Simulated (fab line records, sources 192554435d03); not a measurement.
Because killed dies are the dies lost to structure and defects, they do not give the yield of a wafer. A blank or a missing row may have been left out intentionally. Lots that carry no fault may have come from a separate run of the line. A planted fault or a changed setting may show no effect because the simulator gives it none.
Matching of chambers | flow n5 finfet | N5_BEOL_M0_CUTY_DESCUM_61 on rie diel-05 has 4 sister chambers
The step chemistry O2, time 7.9 s. 4 wafers are shown with their chamber, then 10 later ones without.

== WAFERS WITH THEIR CHAMBER ==
wafer  | chamber | showerhead plenum p Torr (Torr)
L085.5 | 2       | 2.22
L087.5 | 1       | 2.02
L088.3 | 3       | 1.97
L088.4 | 0       | 2.19

== WAFERS WHOSE CHAMBER IS MISSING ==
wafer  | showerhead plenum p Torr (Torr)
L088.5 | 2.19
L095.1 | 2.21
L095.4 | 2.02
L095.6 | 2.18
L096.3 | 2.18
L096.5 | 2.02
L096.6 | 2.21
L097.1 | 2.23
L097.2 | 2.21
L097.5 | 2.23

== EACH ONE'S CHAMBER ==
wafer  | from the rows above     | in truth
L088.5 | 0                       | 0
L095.1 | can't be placed: 2 or 0 | 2
L095.4 | 1                       | 1
L095.6 | 0                       | 0
L096.3 | 0                       | 0
L096.5 | 1                       | 1
L096.6 | can't be placed: 2 or 0 | 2
L097.1 | 2                       | 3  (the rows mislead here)
L097.2 | can't be placed: 2 or 0 | 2
L097.5 | 2                       | 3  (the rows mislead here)
Correctly placed: 5 of 10. Cannot be placed on the basis of these rows: 3; the candidates contain the true chamber in 3. Placed wrongly: 2.
How it was worked out, from the rows above alone: a wafer's distance from a chamber is the root of the sum, over the readings, of the square of ((its reading less the chamber's mean) divided by the reading's scatter). The wafer belongs to the nearest chamber; if the next one is less than 2 further off, it can't be placed. A chamber's mean is the mean of its shown wafers. The scatter: with one shown wafer a chamber, the root of the mean of the squares of how far each hidden wafer lies from its nearest shown one.
